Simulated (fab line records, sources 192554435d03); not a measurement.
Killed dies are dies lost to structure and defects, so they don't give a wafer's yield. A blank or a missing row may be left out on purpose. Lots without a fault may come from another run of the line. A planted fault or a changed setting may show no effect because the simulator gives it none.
Which tool did it? | flow n5_finfet | 24 lots, 72 wafers sampled, at 6 steps of a route of 1938

WHAT THE GAUGES READ, wafer by wafer
N5_BEOL_M8_CD_MEAS_28: target cd 40 nm.
lot  | measured     | on        | cd_nm (nm)
L075 | day 10 06:00 | cd_sem-03 | 40.17 39.96 40.11
L074 | day 10 12:15 | cd_sem-03 | 39.91 40.12 40.03
L076 | day 10 12:34 | cd_sem-03 | 40.31 39.88 40.27
L077 | day 10 15:23 | cd_sem-03 | 40.29 40.31 40.08
L079 | day 11 03:42 | cd_sem-02 | 40.19 40.28 40.05
L078 | day 11 03:47 | cd_sem-02 | 40.34 40.21 40.63
L080 | day 11 03:45 | cd_sem-02 | 40.12 39.91 40.21
L082 | day 11 06:14 | cd_sem-03 | 39.95 40.11 40.08
L081 | day 11 14:09 | cd_sem-01 | 39.99 40.01 40.35
L083 | day 12 06:29 | cd_sem-02 | 39.91 39.87 40.03
L086 | day 13 03:39 | cd_sem-03 | 40.49 39.95 40.06
L085 | day 13 03:49 | cd_sem-02 | 40.14 39.97 39.77
L084 | day 13 03:37 | cd_sem-02 | 40.23 39.93 40.22
L089 | day 13 10:55 | cd_sem-03 | 40.08 39.66 40.13
L088 | day 13 11:08 | cd_sem-01 | 40.37 40.07 40.50
L087 | day 13 13:13 | cd_sem-02 | 39.98 40.07 39.57
L091 | day 13 16:56 | cd_sem-02 | 39.70 40.07 40.00
L090 | day 13 23:40 | cd_sem-01 | 39.92 40.49 40.11
L092 | day 14 02:12 | cd_sem-03 | 40.06 40.38 40.18
L093 | day 14 06:19 | cd_sem-03 | 40.40 40.28 40.05
L094 | day 15 03:45 | cd_sem-01 | 39.82 39.76 40.19
L095 | day 15 10:52 | cd_sem-02 | 39.97 39.87 39.57
L097 | day 15 18:39 | cd_sem-02 | 39.81 40.30 40.34
L096 | day 15 20:31 | cd_sem-02 | 40.13 40.22 40.16

WHICH TOOL RAN EACH LOT (tool, then ch and the chambers of the sampled wafers, then the start)
lot  | N5_BEOL_M7_STRIP_80                           | N5_BEOL_M7_PRE_CLEAN_45      | N5_BEOL_M7_ANNEAL_51             | N5_BEOL_M7_CMP_52             | N5_BEOL_M8_STRIP_67
L075 | rie_diel-02 ch 2,3, day 9 21:19 or earlier    | pvd_sputter-02, day 9 21:19  | rtp_anneal-01 ch 0, day 9 22:46  | cmp-04 ch 1,2,3, day 9 23:01  | rie_diel-05 ch 0,3, day 10 04:14
L074 | rie_diel-03 ch 1,2,3, day 10 04:23 or earlier | pvd_sputter-02, day 10 04:23 | rtp_anneal-01 ch 0, day 10 07:10 | cmp-04 ch 1,2,3, day 10 07:22 | rie_diel-05 ch 0,3, day 10 11:08
L076 | rie_diel-04 ch 0,1,3, day 10 07:13 or earlier | pvd_sputter-03, day 10 07:13 | rtp_anneal-01 ch 0, day 10 08:28 | cmp-02 ch 0,1,3, day 10 09:03 | rie_diel-05 ch 1,2,3, day 10 11:55
L077 | rie_diel-03 ch 0,1,3, day 10 10:37 or earlier | pvd_sputter-02, day 10 10:37 | rtp_anneal-02 ch 0, day 10 11:37 | cmp-01 ch 0,3, day 10 11:49   | rie_diel-01 ch 0,1,3, day 10 14:25
L079 | rie_diel-03 ch 1,2,3, day 10 21:01 or earlier | pvd_sputter-02, day 10 21:01 | rtp_anneal-01 ch 0, day 10 22:17 | cmp-04 ch 0,1,2, day 10 22:32 | rie_diel-01 ch 1,2,3, day 11 02:52
L078 | rie_diel-02 ch 0,2, day 10 21:22 or earlier   | pvd_sputter-01, day 10 21:22 | rtp_anneal-02 ch 0, day 10 22:31 | cmp-02 ch 0,2, day 10 22:47   | rie_diel-01 ch 0,1,3, day 11 02:17
L080 | rie_diel-04 ch 0,1, day 10 21:37 or earlier   | pvd_sputter-01, day 10 21:37 | rtp_anneal-01 ch 0, day 10 22:34 | cmp-01 ch 1,2,3, day 10 22:49 | rie_diel-06 ch 0,1,2, day 11 02:34
L082 | rie_diel-04 ch 2,3, day 11 00:37 or earlier   | pvd_sputter-01, day 11 00:37 | rtp_anneal-01 ch 0, day 11 01:35 | cmp-01 ch 2,3, day 11 01:54   | rie_diel-05 ch 1,2,3, day 11 05:42
L081 | rie_diel-04 ch 0,1,3, day 11 05:52 or earlier | pvd_sputter-01, day 11 05:52 | rtp_anneal-01 ch 0, day 11 07:09 | cmp-04 ch 1,2, day 11 07:25   | rie_diel-05 ch 0,1,2, day 11 10:46
L083 | rie_diel-04 ch 0,1, day 11 17:21 or earlier   | pvd_sputter-01, day 11 17:21 | rtp_anneal-01 ch 0, day 11 18:15 | cmp-01 ch 0,1,3, day 11 18:33 | rie_diel-05 ch 2,3, day 12 00:05
L086 | rie_diel-04 ch 0,3, day 12 20:59 or earlier   | pvd_sputter-03, day 12 20:59 | rtp_anneal-01 ch 0, day 12 22:34 | cmp-04 ch 1,3, day 12 22:52   | rie_diel-06 ch 0,2, day 13 01:49
L085 | rie_diel-04 ch 0,1,2, day 12 21:31 or earlier | pvd_sputter-03, day 12 21:31 | rtp_anneal-02 ch 0, day 12 23:04 | cmp-02 ch 1,2,3, day 12 23:26 | rie_diel-05 ch 0,1, day 13 01:57
L084 | rie_diel-02 ch 1,3, day 12 21:36 or earlier   | pvd_sputter-03, day 12 21:36 | rtp_anneal-01 ch 0, day 12 23:10 | cmp-04 ch 0,3, day 12 23:25   | rie_diel-06 ch 0,2, day 13 02:08
L089 | rie_diel-02 ch 1,2,3, day 13 05:01 or earlier | pvd_sputter-01, day 13 05:01 | rtp_anneal-02 ch 0, day 13 06:35 | cmp-04 ch 1,2,3, day 13 06:52 | rie_diel-05 ch 0,1, day 13 10:14
L088 | rie_diel-04 ch 1,2,3, day 13 05:05 or earlier | pvd_sputter-01, day 13 05:05 | rtp_anneal-01 ch 0, day 13 06:36 | cmp-01 ch 1,2,3, day 13 06:56 | rie_diel-06 ch 0,3, day 13 10:23
L087 | rie_diel-02 ch 0,1,3, day 13 05:26 or earlier | pvd_sputter-01, day 13 05:26 | rtp_anneal-01 ch 0, day 13 06:52 | cmp-02 ch 0,1,3, day 13 07:10 | rie_diel-01 ch 0,2,3, day 13 11:14
L091 | rie_diel-03 ch 0,1,3, day 13 10:23 or earlier | pvd_sputter-03, day 13 10:23 | rtp_anneal-02 ch 0, day 13 11:33 | cmp-01 ch 1,2, day 13 11:51   | rie_diel-01 ch 2,3, day 13 15:26
L090 | rie_diel-04 ch 1,2,3, day 13 18:03 or earlier | pvd_sputter-03, day 13 18:03 | rtp_anneal-02 ch 0, day 13 18:58 | cmp-01 ch 0,1,3, day 13 19:18 | rie_diel-06 ch 1,2,3, day 13 22:35
L092 | rie_diel-03 ch 1,2,3, day 13 18:22 or earlier | pvd_sputter-03, day 13 18:22 | rtp_anneal-01 ch 0, day 13 20:46 | cmp-01 ch 2,3, day 13 21:04   | rie_diel-01 ch 1,2,3, day 14 00:31
L093 | rie_diel-02 ch 0,1,2, day 14 00:52 or earlier | pvd_sputter-03, day 14 00:52 | rtp_anneal-01 ch 0, day 14 02:17 | cmp-01 ch 0,3, day 14 02:35   | rie_diel-01 ch 1,2,3, day 14 05:20
L094 | rie_diel-04 ch 0,1,2, day 14 22:55 or earlier | pvd_sputter-01, day 14 22:55 | rtp_anneal-01 ch 0, day 14 23:57 | cmp-01 ch 1,2,3, day 15 00:12 | rie_diel-01 ch 0,1, day 15 02:34
L095 | rie_diel-04 ch 0,1,3, day 15 04:20 or earlier | pvd_sputter-02, day 15 04:20 | rtp_anneal-02 ch 0, day 15 05:27 | cmp-01 ch 0,3, day 15 05:42   | rie_diel-01 ch 0,1,2, day 15 09:40
L097 | rie_diel-04 ch 0,2, day 15 09:15 or earlier   | pvd_sputter-03, day 15 09:15 | rtp_anneal-01 ch 0, day 15 10:45 | cmp-04 ch 1,2,3, day 15 11:02 | rie_diel-05 ch 0,2,3, day 15 13:46
L096 | rie_diel-04 ch 1,2, day 15 09:56 or earlier   | pvd_sputter-03, day 15 09:56 | rtp_anneal-02 ch 0, day 15 12:37 | cmp-04 ch 1,2, day 15 12:49   | rie_diel-05 ch 1,2, day 15 19:50
- N5_BEOL_M7_STRIP_80: strips in N2/H2, time 10 s.
- N5_BEOL_M7_PRE_CLEAN_45: time 30 s.
- N5_BEOL_M7_ANNEAL_51: time 90 s.
- N5_BEOL_M7_CMP_52: polishes, stops on SiCOH lowk, t overpolish 6.9 s, target thk 80 nm.
- N5_BEOL_M8_STRIP_67: strips in CF4.

WHAT THE TOOLS THEMSELVES READ (means of the sampled wafers that have a number; where no wafer has one, the mark that the record gives instead)
N5_BEOL_M7_STRIP_80.
lot  | tool        | bias_power_w (W) | drypump_motor_current_A (A) | oes_product_au (a.u.) | rf_vpp_V (V) | showerhead_plenum_p_Torr (Torr) | throttle_valve_pct (%)
L075 | rie_diel-02 | 7.002            | 5.6                         | 0.69                  | 59.0         | 2.51                            | 23.60
L074 | rie_diel-03 | 7.003            | 5.9                         | 0.86                  | 59.7         | 2.61                            | 23.58
L076 | rie_diel-04 | 6.997            | 6.2                         | 0.83                  | 59.3         | 2.46                            | 23.58
L077 | rie_diel-03 | 7.018            | 5.8                         | 0.81                  | 59.0         | 2.60                            | 23.79
L079 | rie_diel-03 | 6.975            | 5.9                         | 0.85                  | 59.7         | 2.61                            | 23.58
L078 | rie_diel-02 | 6.997            | 5.3                         | 0.74                  | 58.6         | 2.40                            | 23.77
L080 | rie_diel-04 | 6.999            | 6.3                         | 0.76                  | 59.1         | 2.41                            | 23.70
L082 | rie_diel-04 | 7.011            | 5.8                         | 0.92                  | 59.5         | 2.51                            | 23.42
L081 | rie_diel-04 | 7.005            | 6.2                         | 0.81                  | 59.7         | 2.46                            | 23.57
L083 | rie_diel-04 | 6.982            | 6.2                         | 0.77                  | 59.4         | 2.48                            | 23.65
L086 | rie_diel-04 | 7.010            | 6.2                         | 0.85                  | 58.8         | 2.43                            | 23.52
L085 | rie_diel-04 | 7.021            | 6.0                         | 0.81                  | 59.4         | 2.49                            | 23.63
L084 | rie_diel-02 | 6.997            | 5.3                         | 0.81                  | 59.1         | 2.48                            | 23.52
L089 | rie_diel-02 | 6.996            | 5.5                         | 0.85                  | 59.9         | 2.50                            | 23.53
L088 | rie_diel-04 | 6.995            | 5.9                         | 0.85                  | 59.3         | 2.54                            | 23.50
L087 | rie_diel-02 | 6.993            | 5.2                         | 0.76                  | 58.0         | 2.44                            | 23.64
L091 | rie_diel-03 | 6.994            | 5.8                         | 0.79                  | 59.6         | 2.59                            | 23.82
L090 | rie_diel-04 | 6.994            | 5.9                         | 0.85                  | 59.3         | 2.54                            | 23.51
L092 | rie_diel-03 | 6.993            | 5.9                         | 0.82                  | 59.4         | 2.60                            | 23.60
L093 | rie_diel-02 | 6.989            | 5.3                         | 0.85                  | 58.9         | 2.44                            | 23.64
L094 | rie_diel-04 | 7.011            | 6.0                         | 0.79                  | 59.2         | 2.48                            | 23.64
L095 | rie_diel-04 | 6.998            | 6.2                         | 0.79                  | 58.9         | 2.44                            | 23.61
L097 | rie_diel-04 | 6.977            | 5.8                         | 0.83                  | 58.9         | 2.49                            | 23.62
L096 | rie_diel-04 | 7.003            | 6.0                         | 0.79                  | 59.4         | 2.55                            | 23.60

N5_BEOL_M7_PRE_CLEAN_45.
lot  | tool           | heater_power_w (W)
L075 | pvd_sputter-02 | 293
L074 | pvd_sputter-02 | 314
L076 | pvd_sputter-03 | 321
L077 | pvd_sputter-02 | 285
L079 | pvd_sputter-02 | 315
L078 | pvd_sputter-01 | 332
L080 | pvd_sputter-01 | 329
L082 | pvd_sputter-01 | 295
L081 | pvd_sputter-01 | 330
L083 | pvd_sputter-01 | 312
L086 | pvd_sputter-03 | 318
L085 | pvd_sputter-03 | 319
L084 | pvd_sputter-03 | 325
L089 | pvd_sputter-01 | 330
L088 | pvd_sputter-01 | 326
L087 | pvd_sputter-01 | 320
L091 | pvd_sputter-03 | 328
L090 | pvd_sputter-03 | 314
L092 | pvd_sputter-03 | 306
L093 | pvd_sputter-03 | 327
L094 | pvd_sputter-01 | 330
L095 | pvd_sputter-02 | 289
L097 | pvd_sputter-03 | 324
L096 | pvd_sputter-03 | 332

N5_BEOL_M7_ANNEAL_51.
lot  | tool          | wafer_temp_C_max
L075 | rtp_anneal-01 | 227.2
L074 | rtp_anneal-01 | 227.5
L076 | rtp_anneal-01 | 226.9
L077 | rtp_anneal-02 | 225.7
L079 | rtp_anneal-01 | 226.9
L078 | rtp_anneal-02 | 225.7
L080 | rtp_anneal-01 | 227.1
L082 | rtp_anneal-01 | 227.0
L081 | rtp_anneal-01 | 226.6
L083 | rtp_anneal-01 | 226.7
L086 | rtp_anneal-01 | 226.8
L085 | rtp_anneal-02 | 225.9
L084 | rtp_anneal-01 | 226.9
L089 | rtp_anneal-02 | 225.9
L088 | rtp_anneal-01 | 226.8
L087 | rtp_anneal-01 | 227.2
L091 | rtp_anneal-02 | 225.6
L090 | rtp_anneal-02 | 225.9
L092 | rtp_anneal-01 | 227.0
L093 | rtp_anneal-01 | 227.2
L094 | rtp_anneal-01 | 226.9
L095 | rtp_anneal-02 | 225.9
L097 | rtp_anneal-01 | 226.9
L096 | rtp_anneal-02 | 226.1

N5_BEOL_M7_CMP_52.
lot  | tool   | barrier_field_endpoint_s (s) | motor_current_A (A) | overpolish_run_s (s) | time_to_endpoint_s (s)
L075 | cmp-04 | 28.1                         | 6.3                 | 6.901                | 61
L074 | cmp-04 | 28.4                         | 5.9                 | 6.897                | 62
L076 | cmp-02 | 28.6                         | 5.6                 | 6.901                | 66
L077 | cmp-01 | 28.4                         | 5.8                 | 6.899                | 61
L079 | cmp-04 | 28.4                         | 6.0                 | 6.890                | 62
L078 | cmp-02 | 29.2                         | 5.2                 | 6.906                | 63
L080 | cmp-01 | 28.4                         | 6.0                 | 6.896                | 58
L082 | cmp-01 | 28.6                         | 6.3                 | 6.901                | 62
L081 | cmp-04 | 28.4                         | 6.1                 | 6.891                | 63
L083 | cmp-01 | 28.7                         | 5.9                 | 6.894                | 61
L086 | cmp-04 | 29.1                         | 6.3                 | 6.902                | 63
L085 | cmp-02 | 28.6                         | 5.1                 | 6.889                | 63
L084 | cmp-04 | 29.0                         | 5.8                 | 6.897                | 62
L089 | cmp-04 | 29.4                         | 6.1                 | 6.888                | 64
L088 | cmp-01 | 28.3                         | 6.3                 | 6.903                | 63
L087 | cmp-02 | 29.2                         | 5.7                 | 6.898                | 67
L091 | cmp-01 | 28.6                         | 6.4                 | 6.903                | 64
L090 | cmp-01 | 29.3                         | 5.8                 | 6.901                | 64
L092 | cmp-01 | 29.2                         | 6.1                 | 6.898                | 65
L093 | cmp-01 | 29.3                         | 5.6                 | 6.898                | 62
L094 | cmp-01 | 29.5                         | 6.0                 | 6.902                | 64
L095 | cmp-01 | 29.1                         | 5.8                 | 6.906                | 61
L097 | cmp-04 | 28.8                         | 5.9                 | 6.897                | 66
L096 | cmp-04 | 28.8                         | 6.2                 | 6.904                | 64

N5_BEOL_M8_STRIP_67.
lot  | tool        | bias_power_w (W) | drypump_motor_current_A (A) | oes_product_au (a.u.) | rf_vpp_V (V) | showerhead_plenum_p_Torr (Torr) | throttle_valve_pct (%)
L075 | rie_diel-05 | 74.84            | 6.1                         | 0.88                  | 272.0        | 1.82                            | 13.29
L074 | rie_diel-05 | 75.24            | 6.1                         | 0.88                  | 272.5        | 1.82                            | 13.27
L076 | rie_diel-05 | 75.01            | 6.0                         | 0.88                  | 271.2        | 1.77                            | 13.50
L077 | rie_diel-01 | 75.03            | 5.7                         | 0.78                  | 271.9        | 1.82                            | 13.66
L079 | rie_diel-01 | 75.20            | 5.5                         | 0.79                  | 271.5        | 1.82                            | 13.59
L078 | rie_diel-01 | 75.20            | 5.7                         | 0.77                  | 271.8        | 1.82                            | 13.68
L080 | rie_diel-06 | 75.00            | 5.6                         | 0.75                  | 272.0        | 1.80                            | 13.66
L082 | rie_diel-05 | 75.04            | 6.0                         | 0.87                  | 269.9        | 1.77                            | 13.52
L081 | rie_diel-05 | 75.01            | 5.8                         | 0.82                  | 270.5        | 1.76                            | 13.48
L083 | rie_diel-05 | 75.10            | 6.1                         | 0.87                  | 271.2        | 1.80                            | 13.45
L086 | rie_diel-06 | 74.94            | 5.3                         | 0.78                  | 271.5        | 1.85                            | 13.60
L085 | rie_diel-05 | 74.93            | 5.8                         | 0.81                  | 271.3        | 1.76                            | 13.48
L084 | rie_diel-06 | 74.97            | 5.3                         | 0.75                  | 271.8        | 1.82                            | 13.74
L089 | rie_diel-05 | 75.10            | 5.8                         | 0.81                  | 270.2        | 1.76                            | 13.47
L088 | rie_diel-06 | 75.15            | 5.2                         | 0.83                  | 270.6        | 1.82                            | 13.58
L087 | rie_diel-01 | 74.85            | 5.3                         | 0.88                  | 272.0        | 1.81                            | 13.38
L091 | rie_diel-01 | 75.08            | 5.1                         | 0.89                  | 271.4        | 1.81                            | 13.31
L090 | rie_diel-06 | 74.91            | 5.5                         | 0.88                  | 272.4        | 1.87                            | 13.39
L092 | rie_diel-01 | 75.16            | 5.5                         | 0.85                  | 271.8        | 1.81                            | 13.45
L093 | rie_diel-01 | 74.84            | 5.5                         | 0.85                  | 270.9        | 1.81                            | 13.45
L094 | rie_diel-01 | 75.12            | 5.9                         | 0.78                  | 271.7        | 1.80                            | 13.64
L095 | rie_diel-01 | 75.09            | 5.5                         | 0.80                  | 271.8        | 1.80                            | 13.53
L097 | rie_diel-05 | 74.86            | 6.0                         | 0.79                  | 270.6        | 1.78                            | 13.50
L096 | rie_diel-05 | 75.07            | 5.8                         | 0.81                  | 270.1        | 1.73                            | 13.66

THE ANSWER, worked out from the rows above alone
Rule: what is usual is taken from the lots themselves. Put in order of their means at a reading, lots are off if they are a third of the lots or fewer, leave a main group of 4 or more, and stand apart from it by a gap of 3 or more times the standard deviation of the main group's means; of several such gaps the widest counts. A main group whose means are all the same, to the digits that the tables above print for the reading, isn't used. A lot without any number at a reading at which 4 lots or more have one is off too. The other lots that the step has rows for count as sound. The gauges are gone through in route order, then the tools' own readings, and for those a lot's mean is taken as printed above. The first step at which some lot is off is used, and at that step the reading that is off furthest; a lot without a number counts as furthest.
No lot is off at any reading shown: from this, nothing can be told.

WHAT THE SIMULATOR HAD PUT IN
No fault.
